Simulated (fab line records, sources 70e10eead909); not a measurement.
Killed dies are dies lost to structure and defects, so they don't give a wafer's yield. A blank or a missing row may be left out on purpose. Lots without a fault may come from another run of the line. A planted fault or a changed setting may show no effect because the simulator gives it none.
Chamber matching | flow nand_harc | NHARC_A_SLIT_DEP_23 on pecvd-03: 3 sister chambers
The step deposits SiON, target thk 100 nm. 6 wafers are shown with their chamber, then 9 later ones without.

WAFERS WITH THEIR CHAMBER
wafer  | chamber | heater_power_outer_w (W) | heater_power_w (W)
L079.4 | 1       | 478                      | 794
L079.5 | 0       | 532                      | 940
L083.3 | 1       | 502                      | 836
L087.1 | 0       | 503                      | 879
L087.2 | 2       | 344                      | 687
L087.6 | 2       | 366                      | 685

WAFERS WITHOUT THEIR CHAMBER
wafer  | heater_power_outer_w (W) | heater_power_w (W)
L089.2 | 539                      | 929
L089.4 | 542                      | 942
L089.5 | 374                      | 696
L092.1 | 473                      | 797
L092.2 | 460                      | 820
L092.6 | 469                      | 822
L096.1 | 435                      | 812
L096.4 | 460                      | 748
L096.5 | 379                      | 707

WHICH CHAMBER EACH WENT THROUGH
wafer  | from the rows above | in truth
L089.2 | 0                   | 0
L089.4 | 0                   | 0
L089.5 | 2                   | 2
L092.1 | 1                   | 1
L092.2 | 1                   | 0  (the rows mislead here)
L092.6 | 1                   | 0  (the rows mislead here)
L096.1 | 1                   | 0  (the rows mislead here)
L096.4 | 1                   | 1
L096.5 | 2                   | 2
Placed correctly: 6 of 9. Can't be placed from these rows: 0. Placed wrongly: 3.
How it was worked out, from the rows above alone: a wafer's distance from a chamber is the root of the sum, over the readings, of the square of ((its reading less the chamber's mean) divided by the reading's scatter). The wafer belongs to the nearest chamber; if the next one is less than 2 further off, it can't be placed. A chamber's mean is the mean of its shown wafers. The scatter: the root of (the sum of the squares of (reading less its chamber's mean) over the shown wafers, divided by (wafers less chambers)).
